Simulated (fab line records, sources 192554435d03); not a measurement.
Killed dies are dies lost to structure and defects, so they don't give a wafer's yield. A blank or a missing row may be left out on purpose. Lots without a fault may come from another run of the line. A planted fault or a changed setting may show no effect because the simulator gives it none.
fab line records | flow n5_finfet
record lots=24 wafers=72 last_day=17
route steps=1938 shown BEOL_M14@1747 BEOL_M15@1819 MIM_TOP@1837 TV_OPEN@1888
lots that met no fault: from a run of the same line without faults
start_h: hours from the record's first day to the start of the lot's first wafer shown | wait_h: hours since the lot's step before | " the same as in the row above | L1.1+2: a row that stands for several wafers | - no value, or no start given | * or withheld: withheld | < > ~ a bound
route shown NAME@n: a module of which the file shows steps, and the number in the route of the first | usual: mean/standard deviation of fault-free wafers | same: alike in all rows | chamber/n: place in a boat | sites: the reading at each site | _std_site: their standard deviation | _edge_site: outer sites' mean less inner sites' | radius_mm: how far each site lies from the wafer's centre | mask NAME#n: copy n | behind: the tool/chamber that last shaped the wafer | hold: why the lot was held/for how many hours/how that ended | device: the transistor (n, p or np) that didn't switch | end of line: the same wafers' tests at the end of the route | a step without rows: its recipe alone | killed: dies lost to structure and defects at the first sort, not the wafer's yield | map: a wafer's dies, x killed, . not, _ none there
set.NAME: the setting as run; set.NAME@STEP: as run at that earlier step | model.NAME: the simulator's own value behind a step, which no gauge read
steps of the route over a sample of lots; a table a step, a row a wafer
services: from which hour (start_h, from the record's first day; less than 0 if before it) a tool's chamber was out of use, for how many hours, and why
## steps
# step N5_BEOL_M14_OVL_MEAS_29
# recipe points_per_wafer=44
# usual M14_OVL=-4/4.7
# columns lot.wafer tool chamber start_h wait_h M14_OVL[nm]
L074.1 overlay-01 0 237.98 0.0 -14
L074.2 " 0 " " -3
L074.5 " 0 " " -8
L076.1 overlay-01 0 241.59 0.0 4
L076.2 " 0 " " 0
L076.4 " 0 " " 2
L075.1 overlay-02 0 245.26 0.0 0
L075.2 " 0 " " -9
L075.3 " 0 " " -6
L077.2 overlay-01 0 250.36 0.0 -1
L077.3 " 0 " " 7
L077.5 " 0 " " 5
L078.2 overlay-01 0 270.00 0.0 -8
L078.3 " 0 " " -8
L078.6 " 0 " " -7
L079.1 overlay-02 0 281.91 0.0 -10
L079.4 " 0 " " 1
L079.6 " 0 " " -5
L080.4 overlay-02 0 284.38 0.0 -12
L080.5 " 0 " " -11
L080.6 " 0 " " -12
L081.3 overlay-02 0 286.59 0.0 2
L081.4 " 0 " " -4
L081.5 " 0 " " -9
L084.1 overlay-02 0 299.42 0.0 -9
L084.2 " 0 " " -3
L084.6 " 0 " " 1
L082.1 overlay-02 0 302.48 0.0 0
L082.2 " 0 " " -4
L082.6 " 0 " " -3
L083.2 overlay-02 0 302.80 0.0 -11
L083.4 " 0 " " -12
L083.6 " 0 " " -6
L085.1 overlay-02 0 317.17 0.0 5
L085.5 " 0 " " -1
L085.6 " 0 " " -9
L087.1 overlay-01 0 325.36 0.0 1
L087.5 " 0 " " -9
L087.6 " 0 " " -2
L089.1 overlay-01 0 330.78 0.0 -7
L089.3 " 0 " " -10
L089.4 " 0 " " 2
L086.1 overlay-02 0 339.03 0.0 5
L086.2 " 0 " " -3
L086.4 " 0 " " -6
L088.1 overlay-01 0 347.38 0.0 -8
L088.4 " 0 " " -6
L088.5 " 0 " " -8
L090.3 overlay-01 0 349.38 0.0 -7
L090.5 " 0 " " -8
L090.6 " 0 " " -4
L092.2 overlay-02 0 356.24 0.0 -1
L092.4 " 0 " " -4
L092.6 " 0 " " 4
L091.1 overlay-01 0 357.12 0.0 4
L091.4 " 0 " " -7
L091.5 " 0 " " -6
L093.1 overlay-01 0 376.68 0.0 3
L093.4 " 0 " " -8
L093.6 " 0 " " -10
L094.1 overlay-01 0 380.48 0.0 -4
L094.2 " 0 " " -8
L094.6 " 0 " " -8
L097.1 overlay-01 0 381.10 0.0 -4
L097.2 " 0 " " 4
L097.3 " 0 " " 2
L095.3 overlay-01 0 385.42 0.0 -4
L095.5 " 0 " " -3
L095.6 " 0 " " -2
L096.1 overlay-02 0 389.74 0.0 -6
L096.4 " 0 " " -1
L096.6 " 0 " " -12
# step N5_BEOL_M14_SPUTTER_45
# recipe material=Cu target_thk_a=1000 temp_c=-20 bias_v=60 power_w=26000 chamber_pressure_pa=0.13 time_s=16.67
# usual chamber_pressure_pa=0.13004/0.00025 substrate_temp_c=-19.99/0.1 throttle_valve_pct=29.8/1.1
# columns lot.wafer tool chamber start_h wait_h chamber_pressure_pa substrate_temp_c throttle_valve_pct
L074.1 pvd_sputter-02 - 241.37 0.0 0.12994 -19.91 28.9
L074.2 " - " " 0.12989 -20.17 29.0
L074.5 " - " " 0.13017 -20.12 30.5
L076.1 pvd_sputter-01 - 247.38 0.0 0.13021 -20.11 30.3
L076.2 " - " " 0.1301 -19.93 30.7
L076.4 " - " " 0.13016 -20.08 30.0
L075.1 pvd_sputter-01 - 254.51 0.0 0.12988 -20.02 29.8
L075.2 " - " " 0.13046 -20.12 30.4
L075.3 " - " " 0.13039 -20.11 30.1
L077.2 pvd_sputter-02 - 255.30 0.0 0.12992 -19.97 28.9
L077.3 " - " " 0.1298 -20.05 28.9
L077.5 " - " " 0.13016 -20.10 30.6
L078.2 pvd_sputter-01 - 272.15 0.0 0.13002 -20.08 30.8
L078.3 " - " " 0.12928 -19.93 30.6
L078.6 " - " " 0.12988 -19.90 30.1
L079.1 pvd_sputter-02 - 283.79 0.0 0.12969 -19.94 27.8
L079.4 " - " " 0.13001 -20.09 28.9
L079.6 " - " " 0.13006 -20.02 29.2
L080.4 pvd_sputter-03 - 286.33 0.0 0.12977 -20.08 30.0
L080.5 " - " " 0.13005 -20.06 30.0
L080.6 " - " " 0.12971 -19.96 31.8
L081.3 pvd_sputter-03 - 293.70 0.0 0.13066 -19.81 29.9
L081.4 " - " " 0.13 -20.01 30.6
L081.5 " - " " 0.13017 -19.89 29.9
L084.1 pvd_sputter-02 - 300.71 0.0 0.13043 -19.98 28.9
L084.2 " - " " 0.12977 -19.94 30.4
L084.6 " - " " 0.13004 -19.93 28.8
L082.1 pvd_sputter-01 - 304.70 0.0 0.13034 -20.10 30.5
L082.2 " - " " 0.12955 -19.92 29.7
L082.6 " - " " 0.12998 -20.02 29.6
L083.2 pvd_sputter-03 - 304.82 0.0 0.13038 -19.91 30.8
L083.4 " - " " 0.13028 -20.00 29.8
L083.6 " - " " 0.13004 -20.08 32.0
L085.1 pvd_sputter-02 - 323.36 0.0 0.12967 -19.84 30.4
L085.5 " - " " 0.12979 -19.86 28.8
L085.6 " - " " 0.13041 -19.77 29.1
L087.1 pvd_sputter-02 - 327.08 0.0 0.12964 -19.97 29.0
L087.5 " - " " 0.13027 -20.00 28.9
L087.6 " - " " 0.12978 -19.98 28.8
L089.1 pvd_sputter-01 - 335.20 0.0 0.13009 -20.11 30.5
L089.3 " - " " 0.13022 -20.12 30.8
L089.4 " - " " 0.12975 -19.86 30.5
L086.1 pvd_sputter-01 - 340.69 0.0 0.13018 -20.18 30.1
L086.2 " - " " 0.13022 -19.91 30.5
L086.4 " - " " 0.13031 -20.02 29.5
L088.1 pvd_sputter-02 - 348.68 0.0 0.13012 -19.97 28.8
L088.4 " - " " 0.13033 -19.86 28.0
L088.5 " - " " 0.12977 -19.84 30.4
L090.3 pvd_sputter-03 - 353.63 0.0 0.13008 -20.09 30.7
L090.5 " - " " 0.12988 -20.18 32.1
L090.6 " - " " 0.13034 -19.99 30.0
L092.2 pvd_sputter-01 - 357.52 0.0 0.12979 -20.09 30.2
L092.4 " - " " 0.13031 -20.02 30.1
L092.6 " - " " 0.13007 -20.22 30.7
L091.1 pvd_sputter-02 - 360.15 0.0 0.12998 -19.85 28.2
L091.4 " - " " 0.12987 -19.85 28.8
L091.5 " - " " 0.13013 -19.87 27.8
L093.1 pvd_sputter-02 - 378.35 0.0 0.13002 -19.77 28.6
L093.4 " - " " 0.13008 -20.01 27.9
L093.6 " - " " 0.13066 -20.03 28.8
L094.1 pvd_sputter-02 - 383.37 0.0 0.12969 -19.98 27.6
L094.2 " - " " 0.13017 -19.89 30.3
L094.6 " - " " 0.13021 -19.94 27.9
L097.1 pvd_sputter-01 - 383.51 0.0 0.12993 -20.00 30.1
L097.2 " - " " 0.13007 -19.97 29.3
L097.3 " - " " 0.12989 -20.11 30.6
L095.3 pvd_sputter-02 - 387.01 0.0 0.13011 -20.01 30.6
L095.5 " - " " 0.13001 -19.99 28.0
L095.6 " - " " 0.12982 -20.10 28.9
L096.1 pvd_sputter-03 - 392.52 0.0 0.13028 -20.04 30.8
L096.4 " - " " 0.12987 -19.96 29.9
L096.6 " - " " 0.12993 -19.83 31.9
# step N5_BEOL_M15_SPUTTER_43
# recipe material=TaN target_thk_a=150 temp_c=50 bias_v=168.6 power_w=15000 chamber_pressure_pa=0.12 time_s=24.19
# usual chamber_pressure_pa=0.11999/0.00024 substrate_temp_c=50.00/0.11 throttle_valve_pct=30.0/0.98
# columns lot.wafer tool chamber start_h wait_h chamber_pressure_pa substrate_temp_c throttle_valve_pct
L074.1 pvd_sputter-02 - 247.15 0.0 0.11975 50.07 29.0
L074.2 " - " " 0.12011 49.93 27.9
L074.5 " - " " 0.11995 50.30 28.8
L076.1 pvd_sputter-02 - 252.62 0.0 0.11962 49.86 30.2
L076.2 " - " " 0.11985 50.05 28.9
L076.4 " - " " 0.12024 50.04 29.1
L075.1 pvd_sputter-01 - 261.27 0.0 0.12005 49.81 30.7
L075.2 " - " " 0.12019 50.15 29.6
L075.3 " - " " 0.11992 50.02 30.1
L077.2 pvd_sputter-01 - 266.99 0.0 0.11948 50.05 30.6
L077.3 " - " " 0.11976 49.95 29.6
L077.5 " - " " 0.11953 49.94 30.8
L078.2 pvd_sputter-03 - 278.22 0.0 0.12002 49.78 32.0
L078.3 " - " " 0.1199 50.03 30.8
L078.6 " - " " 0.1197 49.96 31.8
L079.1 pvd_sputter-01 - 293.20 0.0 0.12035 49.93 30.5
L079.4 " - " " 0.11996 50.10 30.8
L079.6 " - " " 0.12018 49.97 30.3
L080.4 pvd_sputter-02 - 293.67 0.0 0.11975 50.15 30.4
L080.5 " - " " 0.12066 49.91 28.8
L080.6 " - " " 0.11977 49.92 30.7
L081.3 pvd_sputter-03 - 299.41 0.0 0.12004 50.14 31.8
L081.4 " - " " 0.1198 49.82 29.9
L081.5 " - " " 0.11959 50.11 30.6
L084.1 pvd_sputter-01 - 306.78 0.0 0.11996 49.90 29.4
L084.2 " - " " 0.12027 49.87 30.3
L084.6 " - " " 0.12013 50.11 30.3
L082.1 pvd_sputter-01 - 313.11 0.0 0.12023 50.04 29.5
L082.2 " - " " 0.11948 50.05 30.6
L082.6 " - " " 0.11998 49.87 30.7
L083.2 pvd_sputter-03 - 313.21 0.0 0.1202 50.05 30.5
L083.4 " - " " 0.11972 50.08 29.8
L083.6 " - " " 0.11979 50.06 30.0
L085.1 pvd_sputter-03 - 329.00 0.0 0.12018 49.97 32.0
L085.5 " - " " 0.12027 49.91 30.0
L085.6 " - " " 0.12025 49.98 31.9
L087.1 pvd_sputter-02 - 334.11 0.0 0.12005 49.95 27.9
L087.5 " - " " 0.12021 50.12 28.9
L087.6 " - " " 0.11978 49.90 28.0
L089.1 pvd_sputter-03 - 340.47 0.0 0.12 50.04 29.8
L089.3 " - " " 0.12007 50.01 29.7
L089.4 " - " " 0.12022 50.00 30.9
L086.1 pvd_sputter-02 - 345.65 0.0 0.11981 49.71 30.7
L086.2 " - " " 0.11992 50.05 29.0
L086.4 " - " " 0.11979 50.04 27.9
L088.1 pvd_sputter-01 - 353.16 0.0 0.12003 50.05 30.1
L088.4 " - " " 0.12009 50.12 30.4
L088.5 " - " " 0.12017 50.07 30.1
L090.3 pvd_sputter-03 - 359.61 0.0 0.11997 50.08 30.0
L090.5 " - " " 0.1201 50.11 31.9
L090.6 " - " " 0.12023 50.00 30.0
L092.2 pvd_sputter-01 - 363.26 0.0 0.12007 50.07 30.4
L092.4 " - " " 0.11985 49.94 29.6
L092.6 " - " " 0.11974 49.65 30.4
L091.1 pvd_sputter-03 - 364.56 0.0 0.11996 49.91 29.8
L091.4 " - " " 0.11956 50.08 32.1
L091.5 " - " " 0.12009 49.89 30.6
L093.1 pvd_sputter-02 - 382.79 0.0 0.11993 49.99 28.7
L093.4 " - " " 0.11988 50.13 28.7
L093.6 " - " " 0.11982 50.01 30.5
L094.1 pvd_sputter-03 - 389.86 0.0 0.12 50.02 30.1
L094.2 " - " " 0.12009 49.95 30.6
L094.6 " - " " 0.12019 50.16 30.2
L097.1 pvd_sputter-01 - 389.93 0.0 0.12019 49.96 30.7
L097.2 " - " " 0.11987 50.11 29.5
L097.3 " - " " 0.12043 50.26 30.3
L095.3 pvd_sputter-02 - 391.93 0.0 0.12007 49.95 30.3
L095.5 " - " " 0.11992 50.09 28.8
L095.6 " - " " 0.11976 49.97 28.9
L096.1 pvd_sputter-01 - 397.96 0.0 0.12012 50.04 30.8
L096.4 " - " " 0.11965 50.03 29.1
L096.6 " - " " 0.12017 49.95 30.3
# step N5_BEOL_M15_DEP_53
# recipe material=SiCN target_thk_a=500 temp_c=withheld precursor=3MS/NH3 pressure_torr=3 rf_w=675 time_s=17.8
# usual showerhead_plenum_p_Torr=4.159/0.024 throttle_valve_pct=17.9/0.7
# columns lot.wafer tool chamber start_h wait_h showerhead_plenum_p_Torr throttle_valve_pct
L074.1 pecvd-04 1 248.61 0.0 4.170 17.7
L074.2 " 2 " " 4.095 17.6
L074.5 " 2 " " 4.087 17.4
L076.1 pecvd-01 0 254.07 0.0 4.150 18.3
L076.2 " 2 " " 4.166 17.9
L076.4 " 0 " " 4.158 18.1
L075.1 pecvd-04 0 262.56 0.0 4.184 17.5
L075.2 " 2 " " 4.084 17.3
L075.3 " 1 " " 4.160 17.4
L077.2 pecvd-04 1 269.23 0.0 4.171 17.7
L077.3 " 2 " " 4.099 17.7
L077.5 " 0 " " 4.176 17.4
L078.2 pecvd-01 1 279.51 0.0 4.150 18.9
L078.3 " 0 " " 4.155 18.4
L078.6 " 0 " " 4.153 18.1
L079.1 pecvd-01 0 294.37 0.0 4.161 18.2
L079.4 " 0 " " 4.165 18.5
L079.6 " 2 " " 4.167 17.6
L080.4 pecvd-02 0 295.36 0.0 4.174 17.7
L080.5 " 1 " " 4.170 18.7
L080.6 " 2 " " 4.165 16.0
L081.3 pecvd-04 1 300.59 0.0 4.151 17.7
L081.4 " 2 " " 4.094 17.7
L081.5 " 0 " " 4.194 17.5
L084.1 pecvd-01 0 308.09 0.0 4.157 18.3
L084.2 " 2 " " 4.163 18.2
L084.6 " 2 " " 4.164 18.1
L082.1 pecvd-01 0 314.28 0.0 4.149 17.9
L082.2 " 1 " " 4.150 18.8
L082.6 " 0 " " 4.148 18.3
L083.2 pecvd-01 2 314.82 0.0 4.173 17.8
L083.4 " 2 " " 4.167 17.9
L083.6 " 0 " " 4.156 17.9
L085.1 pecvd-02 2 330.34 0.0 4.154 15.9
L085.5 " 0 " " 4.193 17.7
L085.6 " 2 " " 4.171 16.4
L087.1 pecvd-01 1 335.31 0.0 4.155 18.6
L087.5 " 1 " " 4.141 18.6
L087.6 " 2 " " 4.167 17.9
L089.1 pecvd-04 2 341.64 0.0 4.090 17.7
L089.3 " 1 " " 4.159 17.3
L089.4 " 0 " " 4.186 17.4
L086.1 pecvd-02 1 347.35 0.0 4.168 18.6
L086.2 " 2 " " 4.162 15.9
L086.4 " 0 " " 4.195 18.1
L088.1 pecvd-02 1 354.33 0.0 4.166 18.5
L088.4 " 2 " " 4.168 16.1
L088.5 " 0 " " 4.188 18.1
L090.3 pecvd-02 0 360.79 0.0 4.183 18.1
L090.5 " 0 " " 4.201 18.3
L090.6 " 2 " " 4.158 16.0
L092.2 pecvd-01 1 364.52 0.0 4.150 18.6
L092.4 " 0 " " 4.154 18.1
L092.6 " 1 " " 4.162 18.5
L091.1 pecvd-01 2 366.07 0.0 4.166 18.0
L091.4 " 0 " " 4.154 18.5
L091.5 " 1 " " 4.167 18.9
L093.1 pecvd-01 2 384.34 0.0 4.172 18.2
L093.4 " 2 " " 4.178 17.9
L093.6 " 0 " " 4.157 18.2
L094.1 pecvd-01 2 391.04 0.0 4.166 18.2
L094.2 " 0 " " 4.146 18.4
L094.6 " 0 " " 4.154 18.1
L097.1 pecvd-04 1 391.10 0.0 4.171 17.4
L097.2 " 0 " " 4.180 17.4
L097.3 " 2 " " 4.090 17.5
L095.3 pecvd-02 2 393.20 0.0 4.164 16.3
L095.5 " 0 " " 4.184 18.0
L095.6 " 2 " " 4.162 16.3
L096.1 pecvd-01 2 399.15 0.0 4.181 17.9
L096.4 " 0 " " 4.164 18.2
L096.6 " 2 " " 4.172 17.8
# step N5_MIM_TOP_DEGAS_04
# recipe ambient=vacuum temp_c=300 time_s=60
# usual heater_power_w=458/34
# columns lot.wafer tool chamber start_h wait_h heater_power_w
L074.1 pvd_sputter-02 - 253.18 - 427
L074.2 " - " " 515
L074.5 " - " " 484
L076.1 pvd_sputter-01 - 261.07 - 435
L076.2 " - " " 449
L076.4 " - " " 459
L075.1 pvd_sputter-01 - 264.65 - 418
L075.2 " - " " 501
L075.3 " - " " 466
L077.2 pvd_sputter-01 - 274.65 - 438
L077.3 " - " " 459
L077.5 " - " " 442
L078.2 pvd_sputter-02 - 283.43 - 426
L078.3 " - " " 491
L078.6 " - " " 430
L079.1 pvd_sputter-02 - 298.85 - 433
L079.4 " - " " 427
L079.6 " - " " 432
L080.4 pvd_sputter-02 - 299.37 - 428
L080.5 " - " " 418
L080.6 " - " " 421
L081.3 pvd_sputter-02 - 303.69 - 431
L081.4 " - " " 427
L081.5 " - " " 429
L084.1 pvd_sputter-02 - 313.49 - 431
L084.2 " - " " 430
L084.6 " - " " 419
L082.1 pvd_sputter-03 - 317.41 - 512
L082.2 " - " " 421
L082.6 " - " " 542
L083.2 pvd_sputter-02 - 317.53 - 436
L083.4 " - " " 425
L083.6 " - " " 430
L085.1 pvd_sputter-01 - 334.32 - 457
L085.5 " - " " 447
L085.6 " - " " 493
L087.1 pvd_sputter-01 - 337.60 - 447
L087.5 " - " " 492
L087.6 " - " " 459
L089.1 pvd_sputter-03 - 345.29 - 438
L089.3 " - " " 519
L089.4 " - " " 523
L086.1 pvd_sputter-02 - 352.76 - 424
L086.2 " - " " 435
L086.4 " - " " 416
L088.1 pvd_sputter-01 - 356.93 - 445
L088.4 " - " " 467
L088.5 " - " " 494
L090.3 pvd_sputter-01 - 364.30 - 503
L090.5 " - " " 495
L090.6 " - " " 460
L092.2 pvd_sputter-03 - 369.04 - 444
L092.4 " - " " 525
L092.6 " - " " 426
L091.1 pvd_sputter-01 - 369.46 - 457
L091.4 " - " " 461
L091.5 " - " " 443
L093.1 pvd_sputter-01 - 389.37 - 435
L093.4 " - " " 492
L093.6 " - " " 457
L094.1 pvd_sputter-02 - 395.89 - 432
L094.2 " - " " 422
L094.6 " - " " 430
L097.1 pvd_sputter-02 - 396.17 - 431
L097.2 " - " " 429
L097.3 " - " " 484
L095.3 pvd_sputter-01 - 397.68 - 429
L095.5 " - " " 498
L095.6 " - " " 425
L096.1 pvd_sputter-03 - 402.80 - 421
L096.4 " - " " 517
L096.6 " - " " 531
# step N5_PASSIVATION_VIA_ETCH_13
# recipe chemistry=CHF3/O2 target=SiO2 target_depth_a=6600 CHF3_flow_sccm=50 O2_flow_sccm=5 Ar_flow_sccm=200 time_s=330 mask_material=PR pressure_mtorr=30 source_w=650 bias_w=170 ion_energy_ev=200 ends=cleared
# usual O2_flow_sccm=5.002/0.016 drypump_motor_current_A=5.53/0.26 etch_rf_on_time_s=234/4.7 oes_ar_750_au=0.81/0.077 oes_product_au=0.73/0.075 rf_vpp_V=524/12 showerhead_plenum_p_Torr=2.40/0.081 throttle_valve_pct=18.80/0.23
# columns lot.wafer tool chamber start_h wait_h O2_flow_sccm drypump_motor_current_A etch_rf_on_time_s oes_ar_750_au oes_product_au rf_hours_counter_h rf_vpp_V showerhead_plenum_p_Torr throttle_valve_pct
L074.1 rie_diel-02 1 260.56 0.0 4.992 5.63 226 0.83 0.73 84 530 2.33 18.83
L074.2 " 0 " " 5.022 5.10 222 0.96 0.87 2 537 2.46 18.57
L074.5 " 0 " " 5.024 5.09 229 0.96 0.86 - 535 2.46 18.58
L076.1 rie_diel-01 0 264.38 0.0 4.985 5.43 227 0.75 0.67 179 504 2.30 19.00
L076.2 " 3 " " 4.990 5.15 238 0.81 0.73 81 519 2.45 19.20
L076.4 " 2 " " 4.988 5.73 231 0.97 0.89 2 533 2.48 19.06
L075.1 rie_diel-02 2 271.63 0.0 4.995 5.84 231 0.80 0.73 105 542 2.42 18.42
L075.2 " 3 " " 4.989 5.35 236 0.75 0.67 182 515 2.30 18.93
L075.3 " 0 " " 4.986 5.14 229 0.94 0.86 6 536 2.46 18.59
L077.2 rie_diel-06 3 278.18 0.1 4.992 5.87 233 0.83 0.75 96 528 2.55 18.68
L077.3 " 3 " " 4.975 5.93 232 0.82 0.74 - 529 2.55 18.65
L077.5 " 3 " " 4.998 5.91 232 0.82 0.74 - 530 2.55 18.65
L078.2 rie_diel-01 0 291.83 0.0 5.012 5.42 231 0.74 0.68 185 504 2.30 19.00
L078.3 " 2 " " 4.991 5.75 225 0.93 0.87 8 535 2.48 19.07
L078.6 " 3 " " 4.985 5.17 236 0.80 0.74 - 518 2.44 19.21
L080.4 rie_diel-02 0 302.50 0.0 5.003 5.10 233 0.90 0.81 18 537 2.46 18.59
L080.5 " 1 " " 5.001 5.63 238 0.80 0.72 - 530 2.32 18.88
L080.6 " 0 " " 5.017 5.11 235 0.89 0.83 - 536 2.46 18.63
L079.1 rie_diel-06 0 302.93 0.0 4.994 5.79 233 0.95 0.85 6 515 2.39 18.83
L079.4 " 3 " " 4.980 5.92 235 0.82 0.74 105 529 2.55 18.67
L079.6 " 2 " " 4.999 5.43 235 0.71 0.63 - 505 2.47 18.71
L081.3 rie_diel-02 3 306.95 0.0 5.028 5.35 240 0.74 0.66 195 518 2.29 18.95
L081.4 " 0 " " 4.980 5.11 233 0.89 0.82 20 537 2.46 18.61
L081.5 " 3 " " 5.024 5.34 243 0.74 0.66 - 518 2.29 18.94
L084.1 rie_diel-06 2 322.51 0.0 4.997 5.43 229 0.70 0.62 223 503 2.47 18.70
L084.2 " 0 " " 5.039 5.76 229 0.92 0.84 12 515 2.39 18.83
L084.6 " 3 " " 5.005 5.89 229 0.82 0.73 - 529 2.55 18.67
L082.1 rie_diel-02 0 322.57 0.0 5.001 5.11 232 0.88 0.81 24 536 2.46 18.62
L082.2 " 3 " " 4.997 5.33 239 0.73 0.66 199 518 2.29 18.95
L082.6 " 1 " " 5.028 5.66 237 0.80 0.71 - 531 2.32 18.89
L083.2 rie_diel-01 0 322.62 0.0 4.993 5.41 236 0.73 0.66 195 503 2.30 19.04
L083.4 " 3 " " 4.978 5.14 248 0.79 0.72 - 519 2.44 19.21
L083.6 " 0 " " 4.989 5.40 242 0.74 0.65 - 504 2.30 19.00
L085.1 rie_diel-06 3 337.28 0.0 4.992 5.87 231 0.80 0.73 117 529 2.54 18.68
L085.5 " 3 " " 4.960 5.90 236 0.80 0.73 - 528 2.54 18.67
L085.6 " 0 " " 5.028 5.77 235 0.92 0.83 - 514 2.38 18.85
L087.1 rie_diel-06 0 340.91 0.0 5.001 5.79 230 0.92 0.83 19 514 2.38 18.84
L087.5 " 3 " " 5.018 5.89 238 0.80 0.73 - 528 2.54 18.69
L087.6 " 2 " " 4.983 5.41 241 0.70 0.63 - 504 2.47 18.73
L089.1 rie_diel-01 2 352.28 0.0 4.997 5.76 231 0.89 0.81 28 533 2.47 19.10
L089.3 " 0 " " 4.999 5.41 233 0.74 0.65 205 505 2.29 19.04
L089.4 " 1 " " 4.979 5.51 234 0.90 0.81 46 522 2.45 18.43
L086.1 rie_diel-02 3 356.04 0.0 4.988 5.35 242 0.73 0.64 209 517 2.29 18.96
L086.2 " 1 " " 4.963 5.68 233 0.79 0.71 117 530 2.31 18.91
L086.4 " 2 " " 5.005 5.83 239 0.77 0.71 131 541 2.41 18.47
L088.1 rie_diel-01 2 363.00 0.0 5.021 5.81 232 0.88 0.80 31 535 2.47 19.11
L088.4 " 0 " " 5.005 5.41 238 0.74 0.65 208 506 2.29 19.05
L088.5 " 1 " " 4.996 5.46 236 0.89 0.80 - 521 2.45 18.43
L090.3 rie_diel-02 0 368.45 0.0 4.994 5.11 229 0.86 0.78 38 536 2.45 18.66
L090.5 " 1 " " 4.997 5.67 231 0.79 0.70 - 530 2.31 18.90
L090.6 " 0 " " 5.011 5.09 232 0.86 0.78 - 536 2.45 18.64
L092.2 rie_diel-02 2 372.22 0.0 5.003 5.84 230 0.77 0.71 136 543 2.40 18.49
L092.4 " 3 " " 5.023 5.34 238 0.73 0.64 213 517 2.28 18.98
L092.6 " 3 " " 5.003 5.32 239 0.72 0.65 - 517 2.28 19.00
L091.1 rie_diel-06 1 373.59 0.0 4.994 5.31 227 0.98 0.89 6 528 2.35 18.58
L091.4 " 0 " " 4.996 5.77 243 0.89 0.80 28 514 2.38 18.85
L091.5 " 3 " " 5.028 5.89 242 0.79 0.72 - 528 2.54 18.69
L093.1 rie_diel-02 2 395.83 0.0 4.984 5.87 235 0.76 0.69 143 541 2.40 18.49
L093.4 " 1 " " 4.991 5.65 229 0.77 0.70 129 529 2.31 18.94
L093.6 " 2 " " 4.980 5.85 241 0.77 0.69 - 543 2.40 18.49
L094.1 rie_diel-01 0 403.03 0.0 4.995 5.41 233 0.72 0.64 221 503 2.29 19.05
L094.2 " 2 " " 4.983 5.76 228 0.86 0.79 44 534 2.47 19.14
L094.6 " 0 " " 4.992 5.39 235 0.72 0.64 - 504 2.29 19.05
L097.1 rie_diel-02 3 403.19 0.0 5.004 5.32 236 0.72 0.64 221 517 2.28 19.00
L097.2 " 2 " " 5.006 5.81 233 0.76 0.69 145 541 2.40 18.50
L097.3 " 1 " " 5.019 5.69 235 0.78 0.69 131 532 2.31 18.93
L095.3 rie_diel-06 0 403.41 0.0 5.007 5.79 232 0.88 0.79 37 514 2.38 18.87
L095.5 " 3 " " 4.996 5.89 237 0.79 0.71 - 529 2.54 18.71
L095.6 " 0 " " 5.016 5.78 235 0.88 0.80 - 513 2.38 18.87
L096.1 rie_diel-01 2 406.50 0.0 4.995 5.76 230 0.87 0.79 45 534 2.47 19.16
L096.4 " 2 " " 5.001 5.78 230 0.86 0.79 - 533 2.47 19.15
L096.6 " 0 " " 5.006 5.41 237 0.72 0.64 - 503 2.29 19.08
## services
# columns tool chamber start_h hours kind
pecvd-04 - 217.39 1.0 repair
pecvd-01 1 221.11 2.1 scheduled_down
rie_diel-02 0 233.89 - clean
rie_diel-02 0 233.89 - consumable_replace:focus_ring
rie_diel-02 0 233.89 14.9 scheduled_down
rie_diel-02 0 233.89 14.9 vent_cycle
pvd_sputter-03 - 235.09 39.9 repair
rie_diel-01 2 235.33 5.0 repair
rie_diel-01 2 242.52 - clean
rie_diel-01 2 242.52 - consumable_replace:focus_ring
rie_diel-02 1 243.32 8.0 repair
pecvd-01 - 245.54 0.4 repair
pecvd-02 2 257.54 8.1 repair
pecvd-02 - 258.78 6.9 repair
pecvd-02 - 276.17 1.1 repair
pecvd-02 - 308.00 1.4 repair
rie_diel-01 1 313.05 21.1 repair
pecvd-01 0 333.16 5.5 scheduled_down
rie_diel-06 3 342.18 7.7 repair
rie_diel-06 0 344.37 5.4 repair
pecvd-01 1 383.62 - clean
pecvd-01 1 383.62 - consumable_replace:showerhead
pecvd-01 1 383.62 29.0 scheduled_down
pecvd-01 1 383.62 29.0 vent_cycle
## key
fault none
